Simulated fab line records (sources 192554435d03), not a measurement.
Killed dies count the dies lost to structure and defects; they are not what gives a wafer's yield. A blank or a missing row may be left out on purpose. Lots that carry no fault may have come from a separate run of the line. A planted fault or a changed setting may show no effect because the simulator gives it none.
Chamber matching / flow n5-finfet / N5_BEOL_M10_ETCH_62 on rie-diel-05: 4 sister chambers
The step etches SOC in N2/H2, target depth 110 nm, overetch 22 nm, time 165 s. 14 wafers are shown with their chamber, then 7 later ones without.

EACH WAFER AND ITS CHAMBER
wafer=L075.2; chamber=3; drypump-motor-current-A (A)=4.6; showerhead-plenum-p-Torr (Torr)=2.67; rf-vpp-V (V)=528.1
wafer=L075.4; chamber=1; drypump-motor-current-A (A)=5.7; showerhead-plenum-p-Torr (Torr)=2.47; rf-vpp-V (V)=521.7
wafer=L075.6; chamber=1; drypump-motor-current-A (A)=5.7; showerhead-plenum-p-Torr (Torr)=2.47; rf-vpp-V (V)=522.0
wafer=L077.1; chamber=0; drypump-motor-current-A (A)=6.2; showerhead-plenum-p-Torr (Torr)=2.45; rf-vpp-V (V)=520.9
wafer=L077.3; chamber=3; drypump-motor-current-A (A)=4.6; showerhead-plenum-p-Torr (Torr)=2.67; rf-vpp-V (V)=527.5
wafer=L077.6; chamber=3; drypump-motor-current-A (A)=4.6; showerhead-plenum-p-Torr (Torr)=2.67; rf-vpp-V (V)=527.1
wafer=L074.1; chamber=3; drypump-motor-current-A (A)=4.6; showerhead-plenum-p-Torr (Torr)=2.67; rf-vpp-V (V)=527.8
wafer=L074.5; chamber=3; drypump-motor-current-A (A)=4.6; showerhead-plenum-p-Torr (Torr)=2.67; rf-vpp-V (V)=527.7
wafer=L074.6; chamber=2; drypump-motor-current-A (A)=5.6; showerhead-plenum-p-Torr (Torr)=2.70; rf-vpp-V (V)=527.3
wafer=L083.1; chamber=1; drypump-motor-current-A (A)=5.6; showerhead-plenum-p-Torr (Torr)=2.47; rf-vpp-V (V)=523.6
wafer=L083.2; chamber=2; drypump-motor-current-A (A)=5.6; showerhead-plenum-p-Torr (Torr)=2.69; rf-vpp-V (V)=528.2
wafer=L083.4; chamber=3; drypump-motor-current-A (A)=4.6; showerhead-plenum-p-Torr (Torr)=2.67; rf-vpp-V (V)=527.8
wafer=L090.1; chamber=2; drypump-motor-current-A (A)=5.6; showerhead-plenum-p-Torr (Torr)=2.68; rf-vpp-V (V)=526.2
wafer=L090.4; chamber=1; drypump-motor-current-A (A)=5.7; showerhead-plenum-p-Torr (Torr)=2.46; rf-vpp-V (V)=520.5

SIGNATURES (means of the wafers above)
reading=drypump-motor-current-A; chamber 0=6.200; chamber 1=5.675; chamber 2=5.600; chamber 3=4.600; scatter within a chamber=0.0274
reading=showerhead-plenum-p-Torr; chamber 0=2.4500; chamber 1=2.4675; chamber 2=2.6900; chamber 3=2.6700; scatter within a chamber=0.00524
reading=rf-vpp-V; chamber 0=520.900; chamber 1=521.950; chamber 2=527.233; chamber 3=527.667; scatter within a chamber=0.864
Rule: for each reading, subtract the chamber's mean from the wafer's reading, divide by that reading's scatter and square the result; add these up over the readings and take the root, which gives the wafer's distance from the chamber. If the next closest chamber is less than 2 further off than the closest, the wafer can't be placed; otherwise it belongs to the closest. The scatter: the root of (the sum of the squares of (reading less its chamber's mean) over the shown wafers, divided by (wafers less chambers)).

WAFERS WHOSE CHAMBER IS MISSING
wafer=L090.5; drypump-motor-current-A (A)=4.6; showerhead-plenum-p-Torr (Torr)=2.66; rf-vpp-V (V)=528.2
wafer=L093.1; drypump-motor-current-A (A)=4.6; showerhead-plenum-p-Torr (Torr)=2.65; rf-vpp-V (V)=528.4
wafer=L093.2; drypump-motor-current-A (A)=5.7; showerhead-plenum-p-Torr (Torr)=2.46; rf-vpp-V (V)=520.7
wafer=L093.4; drypump-motor-current-A (A)=6.2; showerhead-plenum-p-Torr (Torr)=2.44; rf-vpp-V (V)=521.8
wafer=L097.2; drypump-motor-current-A (A)=4.6; showerhead-plenum-p-Torr (Torr)=2.65; rf-vpp-V (V)=526.3
wafer=L097.4; drypump-motor-current-A (A)=5.7; showerhead-plenum-p-Torr (Torr)=2.45; rf-vpp-V (V)=520.6
wafer=L097.5; drypump-motor-current-A (A)=5.6; showerhead-plenum-p-Torr (Torr)=2.45; rf-vpp-V (V)=521.9

WHICH CHAMBER EACH ONE RAN IN
wafer=L090.5; from the rows above=3; in truth=3
wafer=L093.1; from the rows above=3; in truth=3
wafer=L093.2; from the rows above=1; in truth=1
wafer=L093.4; from the rows above=0; in truth=0
wafer=L097.2; from the rows above=3; in truth=3
wafer=L097.4; from the rows above=1; in truth=1
wafer=L097.5; from the rows above=1; in truth=1
Correct placement for 7 of the 7. Not placeable from these rows: 0. Number placed wrongly: 0.
